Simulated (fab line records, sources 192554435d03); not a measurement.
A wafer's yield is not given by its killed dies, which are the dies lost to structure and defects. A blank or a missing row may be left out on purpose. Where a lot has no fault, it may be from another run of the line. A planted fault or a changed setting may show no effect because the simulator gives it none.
Matching of chambers -- flow n5 finfet -- N5_HKMG_FIN_CVD_62 on thermal cvd si-01: 3 sister chambers
The step deposits a-Si from Si2H6, target thk 3 nm, time 20.8 s. 16 wafers are shown with their chamber, then 8 later ones without.

## WAFERS PAIRED WITH THEIR CHAMBERS
wafer,chamber,heater power w (W),susceptor temp C (C)
L373.1,1,1309,500.09
L373.4,1,1291,500.53
L373.5,0,1233,500.40
L375.1,1,1273,499.63
L375.4,1,1274,499.60
L375.6,1,1295,499.49
L377.1,1,1273,500.51
L377.3,1,1268,500.27
L377.4,2,1212,500.07
L379.2,1,1287,500.48
L379.4,0,1232,499.76
L379.6,2,1204,500.18
L383.1,1,1284,500.10
L383.2,2,1230,499.88
L383.5,2,1214,499.96
L387.1,1,1276,500.28

SIGNATURES (means of the wafers above)
reading,chamber 0,chamber 1,chamber 2,scatter within a chamber
heater power w,1232.50,1283.00,1215.00,11.8
susceptor temp C,500.0800,500.0980,500.0225,0.357
Rule: for each reading, subtract the chamber's mean from the wafer's reading, divide by that reading's scatter and square the result; add these up over the readings and take the root, which gives the wafer's distance from the chamber. If the next closest chamber is less than 2 further off than the closest, the wafer can't be placed; otherwise it belongs to the closest. The scatter is the square root of a quotient: the sum, over the shown wafers, of each reading's squared deviation from its chamber's mean, divided by wafers minus chambers.

## WAFERS WITHOUT THEIR CHAMBER
wafer,heater power w (W),susceptor temp C (C)
L387.2,1234,499.86
L387.6,1227,499.90
L391.2,1213,500.32
L391.5,1225,500.22
L391.6,1312,499.99
L393.2,1233,500.51
L393.3,1276,499.39
L393.6,1232,500.54

## WHICH CHAMBER EACH WENT THROUGH
wafer,from the rows above,in truth
L387.2,can't be placed: 0 or 2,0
L387.6,can't be placed: 0 or 2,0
L391.2,can't be placed: 2 or 0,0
L391.5,can't be placed: 0 or 2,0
L391.6,1,1
L393.2,can't be placed: 0 or 2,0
L393.3,1,1
L393.6,can't be placed: 0 or 2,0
Correctly placed: 2 of 8. From these rows, 6 cannot be placed; in 6 the true chamber is one of the candidates. Wrongly placed: 0.
